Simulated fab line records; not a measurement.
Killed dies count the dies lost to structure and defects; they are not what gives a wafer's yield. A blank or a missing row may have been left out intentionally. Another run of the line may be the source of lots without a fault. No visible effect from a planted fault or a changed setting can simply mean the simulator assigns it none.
Chamber matching | flow n5-finfet | 4 sister chambers for N5_BEOL_M0_STRIP_142 on rie-diel-05
The step strips in N2/H2, time 10 s. 14 wafers are shown with their chamber, then 7 later ones without.

WAFERS WITH THEIR CHAMBER
wafer  | chamber | throttle-valve-pct (%) | showerhead-plenum-p-Torr (Torr) | drypump-motor-current-A (A)
L081.1 | 3       | 23.31                  | 2.51                            | 5.4
L081.5 | 1       | 23.65                  | 2.41                            | 6.1
L081.6 | 2       | 23.51                  | 2.56                            | 6.5
L083.2 | 1       | 23.67                  | 2.41                            | 6.2
L083.4 | 2       | 23.47                  | 2.56                            | 6.5
L083.5 | 1       | 23.67                  | 2.41                            | 6.1
L084.2 | 0       | 24.16                  | 2.53                            | 5.8
L084.5 | 1       | 23.67                  | 2.41                            | 6.1
L084.6 | 2       | 23.47                  | 2.55                            | 6.5
L087.4 | 3       | 23.32                  | 2.51                            | 5.4
L087.5 | 3       | 23.32                  | 2.51                            | 5.5
L087.6 | 0       | 24.16                  | 2.52                            | 5.7
L086.1 | 3       | 23.33                  | 2.51                            | 5.4
L086.3 | 2       | 23.48                  | 2.55                            | 6.5

SIGNATURES (means of the wafers above)
reading                  | chamber 0 | chamber 1 | chamber 2 | chamber 3 | scatter within a chamber
throttle-valve-pct       | 24.1600   | 23.6650   | 23.4825   | 23.3200   | 0.0125
showerhead-plenum-p-Torr | 2.5250    | 2.4100    | 2.5550    | 2.5100    | 0.00387
drypump-motor-current-A  | 5.750     | 6.125     | 6.500     | 5.425     | 0.0447
Rule: for a wafer and a chamber, the distance is found by dividing, reading by reading, the gap between the wafer's reading and the chamber's mean by the reading's scatter, squaring, summing and taking the root. If the next closest chamber is less than 2 further off than the closest, the wafer can't be placed; otherwise it belongs to the closest. How the scatter is found: for the shown wafers, subtract from each reading the mean of its chamber, square and add these, divide the total by (wafers less chambers), then take the root.

WAFERS WITHOUT THEIR CHAMBER
wafer  | throttle-valve-pct (%) | showerhead-plenum-p-Torr (Torr) | drypump-motor-current-A (A)
L086.4 | 24.16                  | 2.52                            | 5.7
L089.1 | 23.49                  | 2.55                            | 6.5
L089.3 | 23.34                  | 2.51                            | 5.4
L089.4 | 23.69                  | 2.40                            | 6.1
L097.3 | 24.18                  | 2.52                            | 5.7
L097.4 | 23.36                  | 2.50                            | 5.4
L097.6 | 24.19                  | 2.52                            | 5.7

CHAMBER TAKEN BY EACH
wafer  | from the rows above | in truth
L086.4 | 0                   | 0
L089.1 | 2                   | 2
L089.3 | 3                   | 3
L089.4 | 1                   | 1
L097.3 | 0                   | 0
L097.4 | 3                   | 3
L097.6 | 0                   | 0
Placed correctly: 7 of 7. Left unplaced by these rows: 0. Placed wrongly: 0.
